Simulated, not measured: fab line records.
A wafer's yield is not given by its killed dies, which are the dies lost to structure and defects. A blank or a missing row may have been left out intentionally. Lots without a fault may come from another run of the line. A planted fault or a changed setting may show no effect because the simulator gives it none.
fab line records / flow nand-harc
record lots=7 wafers=18 last-day=24
route steps=1159 shown A_SOURCE_PLATE@414 A_ONON_D1@424
lots untouched by any fault: they come from a run of this same line in which no faults occurred
start-h: hours from the record's opening day to when the first of the lot's shown wafers began / wait-h: hours since the lot's step before / " identical to the entry in the row above / L1.1+2: a row that stands for several wafers / - no value present, or no start provided / * or withheld: withheld / < > ~ a bound
route shown NAME@n: names a module that has steps shown in the file, with the first one's number in the route / usual: the fault-free wafers' mean and standard deviation / same: alike in all rows / chamber/n: place in a boat / sites: readings site by site / _std_site: their standard deviation / _edge_site: outer sites' mean less inner sites' / radius-mm: for every site, how far away it sits from the centre of the wafer / mask NAME#n: copy n / behind: the most recent tool/chamber to have shaped the wafer / hold: cause of the lot's hold/its duration in hours/its outcome / device: the transistor (n, p or np) that didn't switch / end of line: the tests these same wafers got at the end of their route / for a step that has no rows: nothing shown but its recipe / killed: count of dies lost to structure and defects at first sort (not the wafer's yield) / map: the dies of a wafer, with x for killed, . for not killed, _ for no die there
set.NAME: the run value of the setting; set.NAME@STEP: its run value at that earlier step / model.NAME: the simulator's own value behind a step, which no gauge read
a table for each step, a row for each wafer; lots at some steps of the route
services: the hour from which a tool's chamber was out of use, counted from the record's first day as start-h (under 0 if before that day), plus the number of hours and why
## steps
# step NHARC_A_SOURCE_PLATE_SRD_01
# step NHARC_A_SOURCE_PLATE_OXIDE_02
# recipe target-thk-a=100 temp-c=900 ox-time-s=1362 material=SiO2
# step NHARC_A_SOURCE_PLATE_THK_MEAS_09
# recipe thk-meas-gauge=ellipsometry
# usual thk-nm=9.6/0.98
lot.wafer=L852.4 tool=film-metro-01 chamber=- start-h=139.02 wait-h=0.4 thk-nm=10.6
lot.wafer=L852.5 tool=film-metro-01 chamber=- start-h=139.02 wait-h=0.4 thk-nm=9.0
lot.wafer=L852.6 tool=film-metro-01 chamber=- start-h=139.02 wait-h=0.4 thk-nm=9.8
lot.wafer=L853.2 tool=film-metro-01 chamber=- start-h=162.26 wait-h=0.4 thk-nm=11.1
lot.wafer=L853.4 tool=film-metro-01 chamber=- start-h=162.26 wait-h=0.4 thk-nm=8.9
lot.wafer=L853.6 tool=film-metro-01 chamber=- start-h=162.26 wait-h=0.4 thk-nm=6.9
lot.wafer=L861.2 tool=film-metro-02 chamber=- start-h=207.45 wait-h=0.4 thk-nm=11.3
lot.wafer=L861.3 tool=film-metro-02 chamber=- start-h=207.45 wait-h=0.4 thk-nm=10.2
lot.wafer=L861.4 tool=film-metro-02 chamber=- start-h=207.45 wait-h=0.4 thk-nm=10.3
lot.wafer=L863.2 tool=film-metro-02 chamber=- start-h=236.86 wait-h=0.4 thk-nm=10.4
lot.wafer=L863.4 tool=film-metro-02 chamber=- start-h=236.86 wait-h=0.4 thk-nm=11.4
lot.wafer=L863.6 tool=film-metro-02 chamber=- start-h=236.86 wait-h=0.4 thk-nm=8.2
lot.wafer=L866.1 tool=film-metro-01 chamber=- start-h=242.20 wait-h=0.4 thk-nm=8.5
lot.wafer=L866.4 tool=film-metro-01 chamber=- start-h=242.20 wait-h=0.4 thk-nm=9.8
lot.wafer=L868.1 tool=film-metro-01 chamber=- start-h=245.93 wait-h=0.4 thk-nm=9.2
lot.wafer=L868.3 tool=film-metro-01 chamber=- start-h=245.93 wait-h=0.4 thk-nm=9.5
lot.wafer=L873.4 tool=film-metro-02 chamber=- start-h=272.11 wait-h=0.4 thk-nm=9.9
lot.wafer=L873.5 tool=film-metro-02 chamber=- start-h=272.11 wait-h=0.4 thk-nm=11.4
# step NHARC_A_SOURCE_PLATE_PVD_04
# recipe target-thk-a=500 material=WSi2
# step NHARC_A_SOURCE_PLATE_CVD_03
# recipe target-thk-a=2000 temp-c=620 pressure-mtorr=200 time-s=4000 material=poly-Si
# step NHARC_A_SOURCE_PLATE_ANNEAL_05
# recipe temp-c=850 time-s=1800
# step NHARC_A_SOURCE_PLATE_THK_MEAS_06
# recipe thk-meas-gauge=ellipsometry
# usual thk-nm=200.1/2.3
lot.wafer=L852.4 tool=film-metro-01 chamber=- start-h=152.11 wait-h=0.4 thk-nm=206.0
lot.wafer=L852.5 tool=film-metro-01 chamber=- start-h=152.11 wait-h=0.4 thk-nm=203.6
lot.wafer=L852.6 tool=film-metro-01 chamber=- start-h=152.11 wait-h=0.4 thk-nm=205.0
lot.wafer=L853.2 tool=film-metro-01 chamber=- start-h=175.11 wait-h=0.4 thk-nm=196.0
lot.wafer=L853.4 tool=film-metro-01 chamber=- start-h=175.11 wait-h=0.4 thk-nm=196.8
lot.wafer=L853.6 tool=film-metro-01 chamber=- start-h=175.11 wait-h=0.4 thk-nm=196.9
lot.wafer=L861.2 tool=film-metro-02 chamber=- start-h=220.66 wait-h=0.4 thk-nm=200.1
lot.wafer=L861.3 tool=film-metro-02 chamber=- start-h=220.66 wait-h=0.4 thk-nm=200.4
lot.wafer=L861.4 tool=film-metro-02 chamber=- start-h=220.66 wait-h=0.4 thk-nm=200.7
lot.wafer=L863.2 tool=film-metro-01 chamber=- start-h=249.74 wait-h=0.4 thk-nm=198.8
lot.wafer=L863.4 tool=film-metro-01 chamber=- start-h=249.74 wait-h=0.4 thk-nm=196.9
lot.wafer=L863.6 tool=film-metro-01 chamber=- start-h=249.74 wait-h=0.4 thk-nm=197.3
lot.wafer=L868.1 tool=film-metro-02 chamber=- start-h=257.87 wait-h=0.4 thk-nm=202.9
lot.wafer=L868.3 tool=film-metro-02 chamber=- start-h=257.87 wait-h=0.4 thk-nm=205.1
lot.wafer=L866.1 tool=film-metro-02 chamber=- start-h=257.88 wait-h=0.4 thk-nm=198.9
lot.wafer=L866.4 tool=film-metro-02 chamber=- start-h=257.88 wait-h=0.4 thk-nm=196.9
lot.wafer=L873.4 tool=film-metro-02 chamber=- start-h=285.56 wait-h=0.4 thk-nm=200.0
lot.wafer=L873.5 tool=film-metro-02 chamber=- start-h=285.56 wait-h=0.4 thk-nm=199.2
# step NHARC_A_SOURCE_PLATE_INSPECT_08
# usual raw-defect-count=59/24
lot.wafer=L852.4 tool=defect-inspect-02 chamber=- start-h=152.20 wait-h=0.0 raw-defect-count=42
lot.wafer=L852.5 tool=defect-inspect-02 chamber=- start-h=152.20 wait-h=0.0 raw-defect-count=51
lot.wafer=L852.6 tool=defect-inspect-02 chamber=- start-h=152.20 wait-h=0.0 raw-defect-count=61
lot.wafer=L853.2 tool=defect-inspect-02 chamber=- start-h=175.17 wait-h=0.0 raw-defect-count=69
lot.wafer=L853.4 tool=defect-inspect-02 chamber=- start-h=175.17 wait-h=0.0 raw-defect-count=81
lot.wafer=L853.6 tool=defect-inspect-02 chamber=- start-h=175.17 wait-h=0.0 raw-defect-count=53
lot.wafer=L861.2 tool=defect-inspect-01 chamber=- start-h=220.77 wait-h=0.0 raw-defect-count=71
lot.wafer=L861.3 tool=defect-inspect-01 chamber=- start-h=220.77 wait-h=0.0 raw-defect-count=50
lot.wafer=L861.4 tool=defect-inspect-01 chamber=- start-h=220.77 wait-h=0.0 raw-defect-count=102
lot.wafer=L863.2 tool=defect-inspect-02 chamber=- start-h=249.82 wait-h=0.0 raw-defect-count=71
lot.wafer=L863.4 tool=defect-inspect-02 chamber=- start-h=249.82 wait-h=0.0 raw-defect-count=39
lot.wafer=L863.6 tool=defect-inspect-02 chamber=- start-h=249.82 wait-h=0.0 raw-defect-count=68
lot.wafer=L868.1 tool=defect-inspect-01 chamber=- start-h=257.94 wait-h=0.0 raw-defect-count=85
lot.wafer=L868.3 tool=defect-inspect-01 chamber=- start-h=257.94 wait-h=0.0 raw-defect-count=48
lot.wafer=L866.1 tool=defect-inspect-01 chamber=- start-h=257.94 wait-h=0.0 raw-defect-count=85
lot.wafer=L866.4 tool=defect-inspect-01 chamber=- start-h=257.94 wait-h=0.0 raw-defect-count=37
lot.wafer=L873.4 tool=defect-inspect-01 chamber=- start-h=285.64 wait-h=0.0 raw-defect-count=68
lot.wafer=L873.5 tool=defect-inspect-01 chamber=- start-h=285.64 wait-h=0.0 raw-defect-count=146
# step NHARC_A_ONON_D1_DEP_00
# recipe target-thk-a=10000 n2-flow-sccm=2750 n2o-flow-sccm=2000 nh3-flow-sccm=500 sih4-flow-sccm=210 temp-c=400
# step NHARC_A_ONON_D1_THK_MEAS_02
# recipe thk-meas-gauge=ellipsometry
# usual thk-nm=1001/12
lot.wafer=L852.4 tool=film-metro-01 chamber=- start-h=152.77 wait-h=- thk-nm=987
lot.wafer=L852.5 tool=film-metro-01 chamber=- start-h=152.77 wait-h=- thk-nm=985
lot.wafer=L852.6 tool=film-metro-01 chamber=- start-h=152.77 wait-h=- thk-nm=987
lot.wafer=L853.2 tool=film-metro-01 chamber=- start-h=175.75 wait-h=- thk-nm=1004
lot.wafer=L853.4 tool=film-metro-01 chamber=- start-h=175.75 wait-h=- thk-nm=1005
lot.wafer=L853.6 tool=film-metro-01 chamber=- start-h=175.75 wait-h=- thk-nm=1006
lot.wafer=L861.2 tool=film-metro-01 chamber=- start-h=221.34 wait-h=- thk-nm=1035
lot.wafer=L861.3 tool=film-metro-01 chamber=- start-h=221.34 wait-h=- thk-nm=1035
lot.wafer=L861.4 tool=film-metro-01 chamber=- start-h=221.34 wait-h=- thk-nm=1034
lot.wafer=L863.2 tool=film-metro-02 chamber=- start-h=250.40 wait-h=- thk-nm=1005
lot.wafer=L863.4 tool=film-metro-02 chamber=- start-h=250.40 wait-h=- thk-nm=1006
lot.wafer=L863.6 tool=film-metro-02 chamber=- start-h=250.40 wait-h=- thk-nm=1006
lot.wafer=L868.1 tool=film-metro-02 chamber=- start-h=258.51 wait-h=- thk-nm=1002
lot.wafer=L868.3 tool=film-metro-02 chamber=- start-h=258.51 wait-h=- thk-nm=1001
lot.wafer=L866.1 tool=film-metro-02 chamber=- start-h=258.87 wait-h=- thk-nm=1015
lot.wafer=L866.4 tool=film-metro-02 chamber=- start-h=258.87 wait-h=- thk-nm=1016
lot.wafer=L873.4 tool=film-metro-01 chamber=- start-h=286.21 wait-h=- thk-nm=1006
lot.wafer=L873.5 tool=film-metro-01 chamber=- start-h=286.21 wait-h=- thk-nm=1008
# step NHARC_A_ONON_D1_DEP_03
# recipe target-thk-a=10000 n2-flow-sccm=2750 n2o-flow-sccm=2000 nh3-flow-sccm=500 sih4-flow-sccm=210 temp-c=400
# usual sih4-flow-sccm=209.9/0.67
lot.wafer=L852.4 tool=pecvd-onon-01 chamber=0 start-h=153.00 wait-h=0.2 sih4-flow-sccm=209.2
lot.wafer=L852.5 tool=pecvd-onon-01 chamber=0 start-h=153.00 wait-h=0.2 sih4-flow-sccm=209.3
lot.wafer=L852.6 tool=pecvd-onon-01 chamber=0 start-h=153.00 wait-h=0.2 sih4-flow-sccm=208.9
lot.wafer=L853.2 tool=pecvd-onon-03 chamber=0 start-h=175.86 wait-h=0.1 sih4-flow-sccm=211.1
lot.wafer=L853.4 tool=pecvd-onon-03 chamber=0 start-h=175.86 wait-h=0.1 sih4-flow-sccm=209.5
lot.wafer=L853.6 tool=pecvd-onon-03 chamber=0 start-h=175.86 wait-h=0.1 sih4-flow-sccm=211.2
lot.wafer=L861.2 tool=pecvd-onon-03 chamber=0 start-h=221.46 wait-h=0.1 sih4-flow-sccm=210.3
lot.wafer=L861.3 tool=pecvd-onon-03 chamber=0 start-h=221.46 wait-h=0.1 sih4-flow-sccm=210.6
lot.wafer=L861.4 tool=pecvd-onon-03 chamber=0 start-h=221.46 wait-h=0.1 sih4-flow-sccm=209.5
lot.wafer=L863.2 tool=pecvd-onon-02 chamber=0 start-h=250.85 wait-h=0.5 sih4-flow-sccm=211.3
lot.wafer=L863.4 tool=pecvd-onon-02 chamber=0 start-h=250.85 wait-h=0.5 sih4-flow-sccm=210.8
lot.wafer=L863.6 tool=pecvd-onon-02 chamber=0 start-h=250.85 wait-h=0.5 sih4-flow-sccm=211.2
lot.wafer=L868.1 tool=pecvd-onon-01 chamber=0 start-h=258.57 wait-h=0.1 sih4-flow-sccm=209.7
lot.wafer=L868.3 tool=pecvd-onon-01 chamber=0 start-h=258.57 wait-h=0.1 sih4-flow-sccm=210.0
lot.wafer=L866.1 tool=pecvd-onon-01 chamber=0 start-h=258.94 wait-h=0.1 sih4-flow-sccm=210.7
lot.wafer=L866.4 tool=pecvd-onon-01 chamber=0 start-h=258.94 wait-h=0.1 sih4-flow-sccm=210.0
lot.wafer=L873.4 tool=pecvd-onon-01 chamber=0 start-h=286.44 wait-h=0.2 sih4-flow-sccm=210.5
lot.wafer=L873.5 tool=pecvd-onon-01 chamber=0 start-h=286.44 wait-h=0.2 sih4-flow-sccm=209.7
# step NHARC_A_ONON_D1_THK_MEAS_05
# recipe thk-meas-gauge=ellipsometry
# usual thk-nm=998/11
lot.wafer=L852.4 tool=film-metro-01 chamber=- start-h=153.34 wait-h=- thk-nm=1004
lot.wafer=L852.5 tool=film-metro-01 chamber=- start-h=153.34 wait-h=- thk-nm=1003
lot.wafer=L852.6 tool=film-metro-01 chamber=- start-h=153.34 wait-h=- thk-nm=1003
lot.wafer=L853.2 tool=film-metro-01 chamber=- start-h=176.32 wait-h=- thk-nm=1002
lot.wafer=L853.4 tool=film-metro-01 chamber=- start-h=176.32 wait-h=- thk-nm=1001
lot.wafer=L853.6 tool=film-metro-01 chamber=- start-h=176.32 wait-h=- thk-nm=1004
lot.wafer=L861.2 tool=film-metro-01 chamber=- start-h=221.91 wait-h=- thk-nm=995
lot.wafer=L861.3 tool=film-metro-01 chamber=- start-h=221.91 wait-h=- thk-nm=997
lot.wafer=L861.4 tool=film-metro-01 chamber=- start-h=221.91 wait-h=- thk-nm=997
lot.wafer=L863.2 tool=film-metro-01 chamber=- start-h=251.30 wait-h=- thk-nm=989
lot.wafer=L863.4 tool=film-metro-01 chamber=- start-h=251.30 wait-h=- thk-nm=991
lot.wafer=L863.6 tool=film-metro-01 chamber=- start-h=251.30 wait-h=- thk-nm=992
lot.wafer=L868.1 tool=film-metro-01 chamber=- start-h=259.08 wait-h=- thk-nm=881
lot.wafer=L868.3 tool=film-metro-01 chamber=- start-h=259.08 wait-h=- thk-nm=970
lot.wafer=L866.1 tool=film-metro-01 chamber=- start-h=259.45 wait-h=- thk-nm=904
lot.wafer=L866.4 tool=film-metro-01 chamber=- start-h=259.45 wait-h=- thk-nm=904
lot.wafer=L873.4 tool=film-metro-01 chamber=- start-h=286.78 wait-h=- thk-nm=911
lot.wafer=L873.5 tool=film-metro-01 chamber=- start-h=286.78 wait-h=- thk-nm=998
# step NHARC_A_ONON_D1_DEP_06
# recipe target-thk-a=10000 n2-flow-sccm=2750 n2o-flow-sccm=2000 nh3-flow-sccm=500 sih4-flow-sccm=210 temp-c=400
## services
tool=pecvd-onon-03 chamber=- start-h=153.17 hours=13.0 kind=pm
tool=pecvd-onon-01 chamber=- start-h=195.29 hours=13.0 kind=pm
## key
first-sign step=NHARC_A_ONON_D1_THK_MEAS_05 reading=thk-nm direction=down sigmas=9.2 usual=998 struck=900
effect none on later readings
met-at NHARC_A_ONON_D1_DEP_03
struck-wafers L866.1,L866.4,L868.1,L873.4
later-rows-left-out L866.1,L866.4,L868.1,L873.4
sort-left-out L866.1,L866.4,L868.1,L873.4
tester-left-out L866,L868,L873
onset-between 153.00 258.57
fault kind=process-parameter-drift tool=pecvd-onon-01 chamber=- onset-h=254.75 steps=NHARC_A_ONON_D1_DEP_03 channel=target-thk-a offset=* shape=step end-h=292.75 scope=struck-wafers-only acts-in=* stated=*
# tester-left-out: of these lots the tester's yield and bins aren't shown, on N5 and GAA mostly nor the transistor test; their killed dies are dies lost to structure and defects alone, not to doping, threshold or leakage, so they don't give the yield
# sort-left-out: the simulated sort isn't trusted on such a fault, so these wafers' sort isn't shown, and their yield isn't known
# later-rows-left-out: the simulator's readings of these wafers behind a module that went badly wrong aren't trusted and aren't shown, but for the sort
